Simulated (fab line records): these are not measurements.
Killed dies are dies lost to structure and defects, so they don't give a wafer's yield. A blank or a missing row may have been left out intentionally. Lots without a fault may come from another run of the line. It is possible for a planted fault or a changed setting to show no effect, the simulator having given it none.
Chamber matching :: flow n5_finfet :: cvd_co-02 running N5_BEOL_M2_CO_CAP_55: 3 sister chambers
The step material Co, precursor CCTBA/H2, target thk 2 nm, time 102.1 s. 14 wafers are shown with their chamber, then 7 later ones without.

== WAFERS WITH THEIR CHAMBER ==
wafer: L193.3
chamber: 1
heater_power_w (W): 220

wafer: L193.4
chamber: 1
heater_power_w (W): 226

wafer: L193.6
chamber: 0
heater_power_w (W): 221

wafer: L209.1
chamber: 2
heater_power_w (W): 233

wafer: L209.3
chamber: 1
heater_power_w (W): 224

wafer: L209.6
chamber: 1
heater_power_w (W): 225

wafer: L207.1
chamber: 1
heater_power_w (W): 219

wafer: L207.4
chamber: 2
heater_power_w (W): 230

wafer: L207.5
chamber: 1
heater_power_w (W): 224

wafer: L210.1
chamber: 1
heater_power_w (W): 225

wafer: L210.2
chamber: 2
heater_power_w (W): 233

wafer: L210.4
chamber: 1
heater_power_w (W): 222

wafer: L215.3
chamber: 0
heater_power_w (W): 226

wafer: L215.5
chamber: 1
heater_power_w (W): 223

SIGNATURES, as means of the wafers listed above
reading: heater_power_w
chamber 0: 223.50
chamber 1: 223.11
chamber 2: 232.00
scatter within a chamber: 2.4
Rule: a wafer lies at a distance from a chamber equal to the root of the sum of squares, over the readings, of (its reading less the chamber's mean, divided by the reading's scatter). If the next closest chamber is less than 2 further off than the closest, the wafer can't be placed; otherwise it belongs to the closest. The scatter: the root of (the sum of the squares of (reading less its chamber's mean) over the shown wafers, divided by (wafers less chambers)).

== WAFERS WITH NO CHAMBER GIVEN ==
wafer: L215.6
heater_power_w (W): 218

wafer: L213.3
heater_power_w (W): 223

wafer: L213.4
heater_power_w (W): 220

wafer: L213.6
heater_power_w (W): 232

wafer: L214.2
heater_power_w (W): 223

wafer: L214.5
heater_power_w (W): 224

wafer: L214.6
heater_power_w (W): 222

== CHAMBER TAKEN BY EACH ==
wafer: L215.6
from the rows above: can't be placed: 1 or 0
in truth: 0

wafer: L213.3
from the rows above: can't be placed: 1 or 0
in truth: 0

wafer: L213.4
from the rows above: can't be placed: 1 or 0
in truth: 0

wafer: L213.6
from the rows above: 2
in truth: 2

wafer: L214.2
from the rows above: can't be placed: 1 or 0
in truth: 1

wafer: L214.5
from the rows above: can't be placed: 0 or 1
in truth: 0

wafer: L214.6
from the rows above: can't be placed: 1 or 0
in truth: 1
Correctly placed: 1 of 7. These rows do not allow placing 6 (true chamber among the candidates in 6). Wrongly placed: 0.
